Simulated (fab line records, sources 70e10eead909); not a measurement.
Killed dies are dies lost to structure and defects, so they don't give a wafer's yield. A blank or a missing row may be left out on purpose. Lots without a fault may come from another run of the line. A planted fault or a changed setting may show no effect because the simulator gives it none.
Which tool did it? | flow nand_harc | 19 lots, 57 wafers sampled, at 6 steps of a route of 1302

WHAT THE GAUGES READ, wafer by wafer
The record holds no reading of a measuring or inspecting step that can be judged against a usual standard deviation.

WHICH TOOL RAN EACH LOT (tool, then ch and the chambers of the sampled wafers, then the start)
lot  | NHARC_A_STAIRCASE_DESCUM_11        | NHARC_A_STAIRCASE_TRIM_220         | NHARC_A_STAIRCASE_STRIP_238          | NHARC_A_STAIRCASE_DESCUM_270       | NHARC_A_STAIRCASE_ETCH_451     | NHARC_A_STAIRCASE_ETCH_273
L074 | rie_diel-04 ch 1,2,3, day 15 10:38 | rie_diel-05 ch 2,3, day 15 19:14   | plasma_asher-02 ch 0,1, day 16 00:11 | rie_diel-04 ch 0,1,3, day 16 07:56 | rie_diel-04 ch 1,2,3, no start | rie_diel-04 ch 1,2,3, no start
L075 | rie_diel-10 ch 0,3, day 16 01:35   | rie_diel-04 ch 1,2, day 16 10:17   | plasma_asher-02 ch 0,1, day 16 12:33 | rie_diel-04 ch 1,2, day 16 20:55   | rie_diel-04 ch 1,2,3, no start | rie_diel-04 ch 0,2,3, no start
L076 | rie_diel-04 ch 0,1,3, day 16 13:23 | rie_diel-10 ch 1,2,3, day 16 20:52 | plasma_asher-02 ch 0,1, day 16 23:07 | rie_diel-10 ch 1,2, day 17 04:17   | rie_diel-10 ch 0,3, no start   | rie_diel-10 ch 1,2, no start
L077 | rie_diel-10 ch 0,1,2, day 17 08:58 | rie_diel-05 ch 2,3, day 17 16:17   | plasma_asher-02 ch 0,1, day 17 18:22 | rie_diel-10 ch 1,2, day 17 23:45   | rie_diel-10 ch 0,1,2, no start | rie_diel-10 ch 0,3, no start
L080 | rie_diel-04 ch 0,1, day 17 18:44   | rie_diel-04 ch 0,1,3, day 18 04:32 | plasma_asher-01 ch 0, day 18 08:11   | rie_diel-05 ch 0,1, day 18 14:49   | rie_diel-05 ch 0,2,3, no start | rie_diel-05 ch 0,1,2, no start
L079 | rie_diel-05 ch 1,2,3, day 17 18:53 | rie_diel-04 ch 1,2,3, day 18 05:12 | plasma_asher-01 ch 0,1, day 18 09:10 | rie_diel-04 ch 0,2,3, day 18 15:34 | rie_diel-04 ch 0,1,3, no start | rie_diel-04 ch 0,2,3, no start
L081 | rie_diel-10 ch 0,2,3, day 18 05:46 | rie_diel-05 ch 0,1, day 18 16:56   | plasma_asher-01 ch 0,1, day 18 19:30 | rie_diel-04 ch 1,3, day 19 03:10   | rie_diel-04 ch 1,2,3, no start | rie_diel-04 ch 2,3, no start
L082 | rie_diel-05 ch 1,2, day 18 19:38   | rie_diel-04 ch 0,1, day 19 03:34   | plasma_asher-02 ch 0,1, day 19 06:56 | rie_diel-10 ch 1,2, day 19 14:47   | rie_diel-10 ch 0,1, no start   | rie_diel-10 ch 2,3, no start
L083 | rie_diel-05 ch 0,1,2, day 19 18:17 | rie_diel-10 ch 0,2,3, day 20 03:15 | plasma_asher-01 ch 0,1, day 20 05:24 | rie_diel-10 ch 1,2,3, day 20 12:29 | rie_diel-10 ch 2,3, no start   | rie_diel-10 ch 0,3, no start
L085 | rie_diel-10 ch 0,1, day 20 01:04   | rie_diel-05 ch 0,3, day 20 09:58   | plasma_asher-01 ch 0,1, day 20 12:02 | rie_diel-10 ch 1,2,3, day 20 20:18 | rie_diel-10 ch 1,2, no start   | rie_diel-10 ch 0,2, no start
L086 | rie_diel-04 ch 0,1,2, day 20 01:21 | rie_diel-04 ch 0,2,3, day 20 09:08 | plasma_asher-01 ch 0,1, day 20 11:13 | rie_diel-05 ch 0,1,3, day 20 17:32 | rie_diel-05 ch 1,2,3, no start | rie_diel-05 ch 0,1,3, no start
L088 | rie_diel-04 ch 0,1,2, day 21 12:26 | rie_diel-10 ch 0,1, day 21 20:05   | plasma_asher-01 ch 0,1, day 22 01:37 | rie_diel-05 ch 0,2, day 22 09:35   | rie_diel-05 ch 1,3, no start   | rie_diel-05 ch 0,1, no start
L089 | rie_diel-04 ch 0,2,3, day 21 12:43 | rie_diel-04 ch 1,2, day 21 20:27   | plasma_asher-01 ch 0,1, day 21 22:40 | rie_diel-10 ch 0,1, day 22 03:59   | rie_diel-10 ch 0,2, no start   | rie_diel-10 ch 0,3, no start
L091 | rie_diel-10 ch 1,2,3, day 22 09:06 | rie_diel-05 ch 0,2,3, day 22 17:44 | plasma_asher-02 ch 0,1, day 22 20:10 | rie_diel-05 ch 2,3, day 23 01:27   | rie_diel-05 ch 2,3, no start   | rie_diel-05 ch 0,3, no start
L090 | rie_diel-10 ch 2,3, day 22 09:56   | rie_diel-04 ch 1,3, day 22 18:57   | plasma_asher-02 ch 0,1, day 22 21:02 | rie_diel-10 ch 0,1,3, day 23 02:50 | rie_diel-10 ch 1,3, no start   | rie_diel-10 ch 0,1,3, no start
L092 | rie_diel-10 ch 0,1,3, day 23 15:38 | rie_diel-05 ch 0,2,3, day 23 23:21 | plasma_asher-02 ch 0,1, day 24 01:29 | rie_diel-04 ch 0,1,2, day 24 12:52 | rie_diel-04 ch 1,2,3, no start | rie_diel-04 ch 0,1,3, no start
L095 | rie_diel-04 ch 0,1,3, day 24 02:16 | rie_diel-10 ch 1,2,3, day 24 09:36 | plasma_asher-01 ch 0,1, day 24 14:56 | rie_diel-10 ch 1,2,3, day 24 20:31 | rie_diel-10 ch 1,2,3, no start | rie_diel-10 ch 0,1, no start
L094 | rie_diel-10 ch 0,3, day 24 02:31   | rie_diel-10 ch 0,1,2, day 24 10:01 | plasma_asher-02 ch 0,1, day 24 16:04 | rie_diel-04 ch 1,2, day 24 21:26   | rie_diel-04 ch 1,3, no start   | rie_diel-04 ch 0,2, no start
L096 | rie_diel-10 ch 2,3, day 24 20:01   | rie_diel-05 ch 0,2,3, day 25 05:41 | plasma_asher-02 ch 0,1, day 25 09:09 | rie_diel-10 ch 0,2,3, day 25 15:14 | rie_diel-10 ch 1,3, no start   | rie_diel-10 ch 0,2, no start
- NHARC_A_STAIRCASE_DESCUM_11: chemistry O2, time 3 s.
- NHARC_A_STAIRCASE_TRIM_220: chemistry O2, time 211.2 s.
- NHARC_A_STAIRCASE_STRIP_238: strips in O2.
- NHARC_A_STAIRCASE_DESCUM_270: chemistry O2, time 3 s.
- NHARC_A_STAIRCASE_ETCH_451: etches the open film in CF4/O2, target depth 30 nm, overetch 3 nm, time 16.5 s.
- NHARC_A_STAIRCASE_ETCH_273: etches the open film in C4F8/O2/Ar, target depth 10200 nm, time 2468.6 s.

WHAT THE TOOLS THEMSELVES READ (means of the sampled wafers that have a number; where no wafer has one, the mark that the record gives instead)
NHARC_A_STAIRCASE_DESCUM_11.
lot  | tool        | chamber_pressure_mTorr (mTorr) | drypump_motor_current_A (A) | oes_product_au (a.u.) | rf_vpp_V (V) | showerhead_plenum_p_Torr (Torr) | throttle_valve_pct (%)
L074 | rie_diel-04 | 59.99                          | 6.3                         | 1.000                 | 57.4         | 1.91                            | 11.306
L075 | rie_diel-10 | 60.01                          | 6.1                         | 0.999                 | 57.8         | 1.87                            | 11.314
L076 | rie_diel-04 | 59.98                          | 6.2                         | 0.991                 | 57.8         | 1.91                            | 11.307
L077 | rie_diel-10 | 59.98                          | 5.6                         | 0.997                 | 57.4         | 1.85                            | 11.303
L080 | rie_diel-04 | 60.01                          | 5.7                         | 0.998                 | 57.8         | 1.85                            | 11.311
L079 | rie_diel-05 | 60.03                          | 5.4                         | 0.994                 | 57.6         | 1.93                            | 11.307
L081 | rie_diel-10 | 60.01                          | 5.9                         | 0.991                 | 56.6         | 1.82                            | 11.306
L082 | rie_diel-05 | 59.98                          | 5.4                         | 1.024                 | 57.7         | 1.87                            | 11.314
L083 | rie_diel-05 | 59.98                          | 5.5                         | 1.010                 | 57.5         | 1.89                            | 11.317
L085 | rie_diel-10 | 59.99                          | 5.5                         | 0.995                 | 57.2         | 1.91                            | 11.313
L086 | rie_diel-04 | 59.98                          | 5.9                         | 1.008                 | 56.8         | 1.84                            | 11.308
L088 | rie_diel-04 | 60.02                          | 5.9                         | 1.001                 | 57.4         | 1.84                            | 11.309
L089 | rie_diel-04 | 59.98                          | 5.8                         | 1.004                 | 57.1         | 1.84                            | 11.316
L091 | rie_diel-10 | 60.00                          | 5.6                         | 0.998                 | 57.4         | 1.88                            | 11.304
L090 | rie_diel-10 | 60.02                          | 5.9                         | 1.002                 | 57.7         | 1.86                            | 11.311
L092 | rie_diel-10 | 60.02                          | 5.8                         | 0.992                 | 57.5         | 1.88                            | 11.307
L095 | rie_diel-04 | 60.03                          | 6.2                         | 1.010                 | 57.7         | 1.89                            | 11.308
L094 | rie_diel-10 | 60.04                          | 6.1                         | 0.991                 | 58.3         | 1.81                            | 11.314
L096 | rie_diel-10 | 59.99                          | 5.7                         | 0.998                 | 58.1         | 1.80                            | 11.305

NHARC_A_STAIRCASE_TRIM_220.
lot  | tool        | chamber_pressure_mTorr (mTorr) | drypump_motor_current_A (A) | oes_product_au (a.u.) | rf_vpp_V (V) | showerhead_plenum_p_Torr (Torr) | throttle_valve_pct (%)
L074 | rie_diel-05 | 60.00                          | 5.6                         | 1.004                 | 58.3         | 3.68                            | 17.037
L075 | rie_diel-04 | 60.00                          | 6.3                         | 1.011                 | 57.8         | 3.52                            | 17.036
L076 | rie_diel-10 | 60.03                          | 5.6                         | 0.997                 | 57.8         | 3.49                            | 17.037
L077 | rie_diel-05 | 60.00                          | 5.6                         | 0.986                 | 58.5         | 3.67                            | 17.034
L080 | rie_diel-04 | 60.07                          | 6.2                         | 1.007                 | 57.7         | 3.52                            | 17.043
L079 | rie_diel-04 | 59.97                          | 6.3                         | 1.022                 | 57.4         | 3.52                            | 17.034
L081 | rie_diel-05 | 60.03                          | 5.4                         | 1.005                 | 58.5         | 3.48                            | 17.037
L082 | rie_diel-04 | 60.00                          | 5.7                         | 0.997                 | 57.5         | 3.41                            | 17.038
L083 | rie_diel-10 | 60.01                          | 5.9                         | 0.998                 | 56.8         | 3.36                            | 17.033
L085 | rie_diel-05 | 60.01                          | 5.7                         | 0.982                 | 57.8         | 3.71                            | 17.038
L086 | rie_diel-04 | 60.04                          | 5.9                         | 1.001                 | 57.6         | 3.41                            | 17.036
L088 | rie_diel-10 | 60.00                          | 5.9                         | 0.991                 | 57.5         | 3.40                            | 17.039
L089 | rie_diel-04 | 60.01                          | 6.1                         | 1.017                 | 57.7         | 3.40                            | 17.035
L091 | rie_diel-05 | 60.00                          | 5.7                         | 1.001                 | 57.8         | 3.59                            | 17.043
L090 | rie_diel-04 | 60.00                          | 6.6                         | 1.006                 | 58.9         | 3.59                            | 17.034
L092 | rie_diel-05 | 59.98                          | 5.7                         | 1.003                 | 57.4         | 3.58                            | 17.033
L095 | rie_diel-10 | 60.03                          | 5.6                         | 0.989                 | 58.0         | 3.46                            | 17.040
L094 | rie_diel-10 | 60.00                          | 5.6                         | 1.000                 | 57.0         | 3.39                            | 17.032
L096 | rie_diel-05 | 60.00                          | 5.7                         | 1.002                 | 57.8         | 3.58                            | 17.039

NHARC_A_STAIRCASE_STRIP_238.
lot  | tool            | drypump_motor_current_A (A) | heater_power_w (W)
L074 | plasma_asher-02 | 6.09                        | 400
L075 | plasma_asher-02 | 6.08                        | 397
L076 | plasma_asher-02 | 6.08                        | 391
L077 | plasma_asher-02 | 6.10                        | 398
L080 | plasma_asher-01 | 5.68                        | 353
L079 | plasma_asher-01 | 5.59                        | 325
L081 | plasma_asher-01 | 5.56                        | 319
L082 | plasma_asher-02 | 6.08                        | 398
L083 | plasma_asher-01 | 5.57                        | 323
L085 | plasma_asher-01 | 5.64                        | 339
L086 | plasma_asher-01 | 5.57                        | 325
L088 | plasma_asher-01 | 5.62                        | 341
L089 | plasma_asher-01 | 5.61                        | 338
L091 | plasma_asher-02 | 6.08                        | 402
L090 | plasma_asher-02 | 6.08                        | 406
L092 | plasma_asher-02 | 6.11                        | 408
L095 | plasma_asher-01 | 5.64                        | 342
L094 | plasma_asher-02 | 6.10                        | 399
L096 | plasma_asher-02 | 6.06                        | 408

NHARC_A_STAIRCASE_DESCUM_270.
lot  | tool        | chamber_pressure_mTorr (mTorr) | drypump_motor_current_A (A) | oes_product_au (a.u.) | rf_vpp_V (V) | showerhead_plenum_p_Torr (Torr) | throttle_valve_pct (%)
L074 | rie_diel-04 | 60.00                          | 6.2                         | 0.996                 | 58.1         | 1.91                            | 11.321
L075 | rie_diel-04 | 60.05                          | 6.0                         | 1.007                 | 57.6         | 1.85                            | 11.305
L076 | rie_diel-10 | 59.95                          | 5.3                         | 0.998                 | 57.8         | 1.91                            | 11.311
L077 | rie_diel-10 | 60.02                          | 5.4                         | 1.002                 | 57.4         | 1.85                            | 11.318
L080 | rie_diel-05 | 60.01                          | 5.3                         | 1.006                 | 58.0         | 1.89                            | 11.316
L079 | rie_diel-04 | 60.04                          | 5.9                         | 1.010                 | 57.3         | 1.85                            | 11.310
L081 | rie_diel-04 | 60.01                          | 6.6                         | 1.015                 | 58.2         | 1.96                            | 11.304
L082 | rie_diel-10 | 60.01                          | 5.4                         | 1.013                 | 56.9         | 1.84                            | 11.318
L083 | rie_diel-10 | 60.00                          | 5.6                         | 1.011                 | 57.6         | 1.88                            | 11.302
L085 | rie_diel-10 | 60.02                          | 5.6                         | 1.000                 | 57.6         | 1.88                            | 11.304
L086 | rie_diel-05 | 59.99                          | 5.5                         | 0.998                 | 58.3         | 1.95                            | 11.314
L088 | rie_diel-05 | 59.94                          | 5.7                         | 1.008                 | 56.9         | 1.89                            | 11.312
L089 | rie_diel-10 | 59.98                          | 5.8                         | 0.989                 | 57.8         | 1.84                            | 11.313
L091 | rie_diel-05 | 59.98                          | 5.6                         | 0.998                 | 57.6         | 1.92                            | 11.310
L090 | rie_diel-10 | 60.01                          | 5.8                         | 0.989                 | 57.5         | 1.88                            | 11.309
L092 | rie_diel-04 | 60.02                          | 5.9                         | 0.998                 | 57.1         | 1.84                            | 11.323
L095 | rie_diel-10 | 59.99                          | 5.6                         | 0.995                 | 58.5         | 1.87                            | 11.315
L094 | rie_diel-04 | 60.00                          | 6.1                         | 0.995                 | 57.5         | 1.83                            | 11.310
L096 | rie_diel-10 | 60.03                          | 5.9                         | 0.997                 | 56.8         | 1.80                            | 11.308

NHARC_A_STAIRCASE_ETCH_451.
lot  | tool        | chamber_pressure_mTorr (mTorr) | drypump_motor_current_A (A) | oes_o_777_au (a.u.) | oes_product_au (a.u.) | rf_vpp_V (V) | showerhead_plenum_p_Torr (Torr) | throttle_valve_pct (%)
L074 | rie_diel-04 | 30.024                         | 6.3                         | 0.999               | 1.009                 | 198.0        | 1.33                            | 13.395
L075 | rie_diel-04 | 30.034                         | 6.3                         | 1.001               | 1.005                 | 197.8        | 1.33                            | 13.398
L076 | rie_diel-10 | 30.006                         | 6.1                         | 1.004               | 0.999                 | 196.3        | 1.28                            | 13.389
L077 | rie_diel-10 | 29.994                         | 5.6                         | 0.994               | 1.001                 | 196.9        | 1.29                            | 13.387
L080 | rie_diel-05 | 30.021                         | 5.7                         | 1.004               | 0.992                 | 198.3        | 1.37                            | 13.393
L079 | rie_diel-04 | 29.983                         | 6.2                         | 1.000               | 1.003                 | 197.6        | 1.33                            | 13.402
L081 | rie_diel-04 | 30.025                         | 6.3                         | 1.002               | 1.014                 | 198.1        | 1.33                            | 13.398
L082 | rie_diel-10 | 29.996                         | 5.8                         | 0.998               | 0.979                 | 197.0        | 1.29                            | 13.398
L083 | rie_diel-10 | 29.990                         | 5.7                         | 0.999               | 1.016                 | 196.0        | 1.27                            | 13.400
L085 | rie_diel-10 | 29.992                         | 5.4                         | 0.998               | 1.011                 | 197.3        | 1.29                            | 13.395
L086 | rie_diel-05 | 29.991                         | 5.4                         | 0.998               | 0.998                 | 197.6        | 1.34                            | 13.391
L088 | rie_diel-05 | 29.986                         | 5.4                         | 1.000               | 0.991                 | 198.8        | 1.38                            | 13.396
L089 | rie_diel-10 | 30.011                         | 5.9                         | 0.996               | 1.010                 | 196.0        | 1.24                            | 13.397
L091 | rie_diel-05 | 30.002                         | 5.6                         | 0.995               | 0.988                 | 198.6        | 1.39                            | 13.404
L090 | rie_diel-10 | 30.028                         | 5.5                         | 1.001               | 0.983                 | 198.4        | 1.35                            | 13.397
L092 | rie_diel-04 | 30.012                         | 6.3                         | 0.997               | 1.003                 | 197.5        | 1.32                            | 13.401
L095 | rie_diel-10 | 29.991                         | 5.6                         | 1.005               | 0.993                 | 197.4        | 1.31                            | 13.397
L094 | rie_diel-04 | 29.999                         | 6.6                         | 1.001               | 1.010                 | 197.4        | 1.36                            | 13.392
L096 | rie_diel-10 | 29.984                         | 5.8                         | 1.005               | 0.993                 | 197.5        | 1.34                            | 13.402

NHARC_A_STAIRCASE_ETCH_273.
lot  | tool        | chamber_pressure_mTorr (mTorr) | oes_product_au (a.u.) | rf_vpp_V (V)
L074 | rie_diel-04 | 24.989                         | 0.942                 | 1827
L075 | rie_diel-04 | 25.007                         | 0.946                 | 1819
L076 | rie_diel-10 | 25.025                         | 0.938                 | 1819
L077 | rie_diel-10 | 25.003                         | 0.916                 | 1821
L080 | rie_diel-05 | 24.982                         | 0.943                 | 1824
L079 | rie_diel-04 | 24.979                         | 0.956                 | 1818
L081 | rie_diel-04 | 24.998                         | 0.949                 | 1818
L082 | rie_diel-10 | 25.010                         | 0.929                 | 1820
L083 | rie_diel-10 | 24.994                         | 0.928                 | 1820
L085 | rie_diel-10 | 24.998                         | 0.923                 | 1809
L086 | rie_diel-05 | 25.020                         | 0.934                 | 1832
L088 | rie_diel-05 | 25.002                         | 0.951                 | 1826
L089 | rie_diel-10 | 24.988                         | 0.936                 | 1820
L091 | rie_diel-05 | 25.001                         | 0.936                 | 1838
L090 | rie_diel-10 | 25.006                         | 0.920                 | 1823
L092 | rie_diel-04 | 25.011                         | 0.929                 | 1824
L095 | rie_diel-10 | 25.003                         | 0.912                 | 1816
L094 | rie_diel-04 | 24.996                         | 0.927                 | 1809
L096 | rie_diel-10 | 25.011                         | 0.920                 | 1807

THE ANSWER, worked out from the rows above alone
Rule: what is usual is taken from the lots themselves. Put in order of their means at a reading, lots are off if they are a third of the lots or fewer, leave a main group of 4 or more, and stand apart from it by a gap of 3 or more times the standard deviation of the main group's means; of several such gaps the widest counts. A main group whose means are all the same, to the digits that the tables above print for the reading, isn't used. A lot without any number at a reading at which 4 lots or more have one is off too. The other lots that the step has rows for count as sound. The gauges are gone through in route order, then the tools' own readings, and for those a lot's mean is taken as printed above. The first step at which some lot is off is used, and at that step the reading that is off furthest; a lot without a number counts as furthest.
No lot is off at any reading shown: from this, nothing can be told.

WHAT THE SIMULATOR HAD PUT IN
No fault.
